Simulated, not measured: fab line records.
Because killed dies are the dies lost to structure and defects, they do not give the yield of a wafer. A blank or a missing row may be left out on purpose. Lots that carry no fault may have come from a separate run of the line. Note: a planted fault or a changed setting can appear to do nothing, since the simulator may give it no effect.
fab line records + flow n5Finfet
record
- lots=6
- wafers=18
- lastDay=19
route steps=1938 shown START@1 ZERO_LAYER@2
lots untouched by any fault: they come from a run of this same line in which no faults occurred
startH: the number of hours between the record's first day and the start of the first shown wafer of the lot + waitH: hours since the lot's step before + " unchanged from the row above + L1.1+2: a row that stands for several wafers + - no value present, or no start provided + * or withheld: withheld + < > ~ a bound
route shown NAME@n: names a module that has steps shown in the file, with the first one's number in the route + usual: the fault-free wafers' mean and standard deviation + same: alike in all rows + chamber/n: place in a boat + sites: each site's reading + _std_site: how widely they spread, as a standard deviation + _edge_site: the outer-site mean with the inner-site mean subtracted + radiusMm: for every site, how far away it sits from the centre of the wafer + mask NAME#n: copy n + behind: the tool/chamber that last shaped the wafer + hold: why the lot was held/for how many hours/how that ended + device: the transistor (n, p or np) that didn't switch + end of line: the route-end tests of the same wafers + for a step that has no rows: nothing shown but its recipe + killed: at the first sort, the dies lost to defects and structure; wafer yield is something else + map: dies across one wafer; x = killed, . = not, _ = none there
set.NAME: the setting that was run; set.NAME@STEP: the one run at that earlier step + model.NAME: the simulator's own value behind a step, which no gauge read
lots seen at some steps along the route; tables by step, rows by wafer
services: a tool's chamber out of use, with start hour (startH, from the record's first day; less than 0 if before it), hours out, and reason
## steps
# step N5_START_INSPECT_01
# recipe
- inspectInstrument=unpatternedScan
- mode=incoming
# usual
- rawDefectCount=5.6/2.3
| lot.wafer | tool             | chamber | startH | waitH | rawDefectCount |
|-----------|------------------|---------|--------|-------|----------------|
| L974.2    | defectInspect-01 | -       | 72.03  | -     | 8              |
| L974.5    | "                | -       | "      | "     | 3              |
| L974.6    | "                | -       | "      | "     | 5              |
| L976.1    | defectInspect-01 | -       | 84.03  | -     | 2              |
| L976.3    | "                | -       | "      | "     | 7              |
| L976.6    | "                | -       | "      | "     | 0              |
| L977.3    | defectInspect-02 | -       | 90.03  | -     | 3              |
| L977.4    | "                | -       | "      | "     | 10             |
| L977.6    | "                | -       | "      | "     | 1              |
| L982.3    | defectInspect-01 | -       | 120.04 | -     | 7              |
| L982.5    | "                | -       | "      | "     | 7              |
| L982.6    | "                | -       | "      | "     | 5              |
| L983.1    | defectInspect-02 | -       | 126.03 | -     | 3              |
| L983.3    | "                | -       | "      | "     | 6              |
| L983.5    | "                | -       | "      | "     | 6              |
| L987.2    | defectInspect-02 | -       | 150.03 | -     | 8              |
| L987.3    | "                | -       | "      | "     | 8              |
| L987.4    | "                | -       | "      | "     | 5              |
# step N5_ZERO_LAYER_PRECLEAN_00
# recipe
- chemistry=SPM
- timeS=600
- tempC=120
- mix=4:1
# step N5_ZERO_LAYER_SRD_01
# recipe
- timeS=30
- tempC=23
- rinseLiquid=diw
- dry=n2Spin
- spinRpm=1500
- dryTimeS=30
# step N5_ZERO_LAYER_PECVD_02
# recipe
- material=SiO2
- targetThkA=100
- tempC=400
- precursor=SiH4/N2O
- pressureTorr=0.75
- rfW=275
- timeS=6
# usual
- heaterPowerW=785/69
- showerheadPlenumPTorr=8.14/0.15
- showerheadVppV=993/47
| lot.wafer | tool     | chamber | startH | waitH | heaterPowerW | showerheadPlenumPTorr | showerheadVppV | sinceWetCleanH |
|-----------|----------|---------|--------|-------|--------------|-----------------------|----------------|----------------|
| L974.2    | pecvd-01 | 0       | 72.28  | 0.0   | 724          | 8.05                  | 1038           | 776            |
| L974.5    | "        | 2       | "      | "     | 693          | 8.09                  | 1024           | -              |
| L974.6    | "        | 1       | "      | "     | 920          | 8.15                  | 933            | -              |
| L976.1    | pecvd-03 | 2       | 84.30  | 0.0   | 723          | 8.23                  | 1014           | 2057           |
| L976.3    | "        | 0       | "      | "     | 794          | 8.04                  | 998            | 607            |
| L976.6    | "        | 2       | "      | "     | 727          | 8.24                  | 1022           | -              |
| L977.3    | pecvd-01 | 0       | 90.28  | 0.0   | 792          | 8.08                  | 1051           | 794            |
| L977.4    | "        | 2       | "      | "     | 759          | 8.09                  | 1029           | -              |
| L977.6    | "        | 0       | "      | "     | 796          | 8.08                  | 1052           | -              |
| L982.3    | pecvd-02 | 1       | 120.29 | 0.0   | 778          | 8.38                  | 914            | 1912           |
| L982.5    | "        | 0       | "      | "     | 777          | 7.85                  | 1005           | -              |
| L982.6    | "        | 1       | "      | "     | 773          | 8.37                  | 920            | -              |
| L983.1    | pecvd-01 | 2       | 126.28 | 0.0   | 676          | 8.07                  | 1042           | 76             |
| L983.3    | "        | 2       | "      | "     | 674          | 8.09                  | 1049           | -              |
| L983.5    | "        | 2       | "      | "     | 679          | 8.09                  | 1022           | -              |
| L987.2    | pecvd-03 | 2       | 150.28 | 0.0   | 777          | 8.24                  | 1016           | 2123           |
| L987.3    | "        | 0       | "      | "     | 728          | 8.04                  | 1006           | 673            |
| L987.4    | "        | 2       | "      | "     | 767          | 8.25                  | 997            | -              |
# step N5_ZERO_LAYER_HMDS_04
# recipe
- timeS=60
- tempC=120
# step N5_ZERO_LAYER_COAT_05
# recipe
- spinRpm=1500
- resistThkNm=1000
# step N5_ZERO_LAYER_EBR_07
# recipe
- solvent=PGMEA
- ebrWidthMm=1.5
# step N5_ZERO_LAYER_SOFTBAKE_06
# recipe
- tempC=100
- timeS=90
# step N5_ZERO_LAYER_EXPOSE_08
# recipe
- maskId=ZERO
- na=0.55
- sourceShape=conventional
- sigmaOuter=0.8
- polarization=unpolarized
- defocusNm=0
- targetCdNm=2000
- doseMj=16.2
# step N5_ZERO_LAYER_PEB_09
# recipe
- pebTempC=withheld
- pebTimeS=*
# usual
- chillPlateTempC=*
- exhaustPa=44.9/0.89
| lot.wafer | tool          | chamber | startH | waitH | chillPlateTempC | exhaustPa |
|-----------|---------------|---------|--------|-------|-----------------|-----------|
| L974.2    | lithoTrack-05 | 0       | 72.65  | 0.0   | *               | 44.6      |
| L974.5    | "             | 0       | "      | "     | *               | 44.3      |
| L974.6    | "             | 0       | "      | "     | *               | 44.0      |
| L976.1    | lithoTrack-02 | -       | 84.54  | 0.1   | -               | -         |
| L976.3    | "             | -       | "      | "     | -               | -         |
| L976.6    | "             | -       | "      | "     | -               | -         |
| L977.3    | lithoTrack-01 | -       | 90.65  | 0.0   | -               | -         |
| L977.4    | "             | -       | "      | "     | -               | -         |
| L977.6    | "             | -       | "      | "     | -               | -         |
| L982.3    | lithoTrack-02 | 0       | 120.53 | 0.0   | *               | 44.7      |
| L982.5    | "             | 0       | "      | "     | *               | 43.7      |
| L982.6    | "             | 0       | "      | "     | *               | 44.2      |
| L983.1    | lithoTrack-05 | 0       | 126.67 | 0.1   | *               | 45.1      |
| L983.3    | "             | 0       | "      | "     | *               | 44.5      |
| L983.5    | "             | 0       | "      | "     | *               | 45.6      |
| L987.2    | lithoTrack-02 | 0       | 150.52 | 0.0   | *               | 44.5      |
| L987.3    | "             | 0       | "      | "     | *               | 43.1      |
| L987.4    | "             | 0       | "      | "     | *               | 44.5      |
# step N5_ZERO_LAYER_DEVELOP_10
# recipe
- developTimeS=60
- rinseLiquid=diw
- dry=airSpin
- devTempC=21
## services
| tool          | chamber | startH | hours | kind                     |
|---------------|---------|--------|-------|--------------------------|
| pecvd-02      | 1       | 55.24  | 2.1   | scheduledDown            |
| pecvd-03      | -       | 69.37  | 2.7   | repair                   |
| pecvd-02      | 2       | 79.91  | 3.8   | repair                   |
| pecvd-01      | 2       | 97.05  | 5.6   | repair                   |
| pecvd-01      | 0       | 99.73  | 11.7  | repair                   |
| pecvd-03      | 1       | 111.89 | 2.1   | scheduledDown            |
| pecvd-02      | -       | 112.84 | 2.7   | repair                   |
| pecvd-01      | 0       | 124.00 | 5.5   | scheduledDown            |
| lithoTrack-02 | -       | 124.39 | -     | consumableReplace:filter |
| pecvd-01      | 0       | 139.76 | 7.1   | repair                   |
## key
firstSign
- step=N5_ZERO_LAYER_PEB_09
- reading=toolRecord
- direction=missing
effect none on later readings
metAt N5_ZERO_LAYER_PEB_09
struckWafers L976.1,L976.3,L976.6,L977.3,L977.4,L977.6
laterRowsLeftOut L976.1,L976.3,L976.6,L977.3,L977.4,L977.6
sortLeftOut L976.1,L976.3,L976.6,L977.3,L977.4,L977.6
fault
- kind=skippedStepWhole
- tool=lithoTrack-01,lithoTrack-02
- chamber=-
- onsetH=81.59
- steps=N5_ZERO_LAYER_PEB_09
- scope=struckLotsOnly
# sortLeftOut: the simulated sort isn't trusted on such a fault, so these wafers' sort isn't shown, and their yield isn't known
# laterRowsLeftOut: the simulator's readings of these wafers behind a module that went badly wrong aren't trusted and aren't shown, but for the sort
